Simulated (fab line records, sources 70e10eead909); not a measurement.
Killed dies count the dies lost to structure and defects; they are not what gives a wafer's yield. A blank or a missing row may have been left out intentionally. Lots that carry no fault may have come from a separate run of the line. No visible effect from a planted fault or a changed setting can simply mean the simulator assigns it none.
Chamber matching ; flow nand harc ; NHARC_A_DECK1_JOINT_CMP_13 on cmp-03: 4 sister chambers
The step polishes, target thk 51.023 nm. 4 wafers are shown with their chamber, then 12 later ones without.

WAFERS, EACH WITH ITS CHAMBER
wafer;chamber;motor current A (A)
L086.5;0;11.9
L091.1;1;12.8
L091.2;2;10.9
L091.3;3;12.4

WAFERS WITHOUT THEIR CHAMBER
wafer;motor current A (A)
L093.1;12.8
L093.3;10.6
L093.4;12.2
L095.1;13.0
L095.2;12.5
L095.3;12.1
L095.4;11.3
L095.5;10.2
L095.6;13.7
L097.2;11.1
L097.3;11.4
L097.5;10.5

CHAMBER TAKEN BY EACH
wafer;from the rows above;in truth
L093.1;can't be placed: 1 or 3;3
L093.3;2;2
L093.4;can't be placed: 3 or 0 or 1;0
L095.1;can't be placed: 1 or 3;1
L095.2;can't be placed: 3 or 1 or 0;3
L095.3;can't be placed: 0 or 3 or 1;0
L095.4;can't be placed: 2 or 0 or 3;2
L095.5;2;2
L095.6;can't be placed: 1 or 3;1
L097.2;can't be placed: 2 or 0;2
L097.3;can't be placed: 0 or 2 or 3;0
L097.5;2;2
Placed correctly: 3 of 12. These rows do not allow placing 9 (true chamber among the candidates in 9). 0 placed wrongly.
How it was worked out, from the rows above alone: a wafer's distance from a chamber is the root of the sum, over the readings, of the square of ((its reading less the chamber's mean) divided by the reading's scatter). The wafer belongs to the nearest chamber; if the next one is less than 2 further off, it can't be placed. A chamber's mean is the mean of its shown wafers. The scatter: root of mean squared gap, hidden wafer to nearest shown wafer, with one shown wafer a chamber.
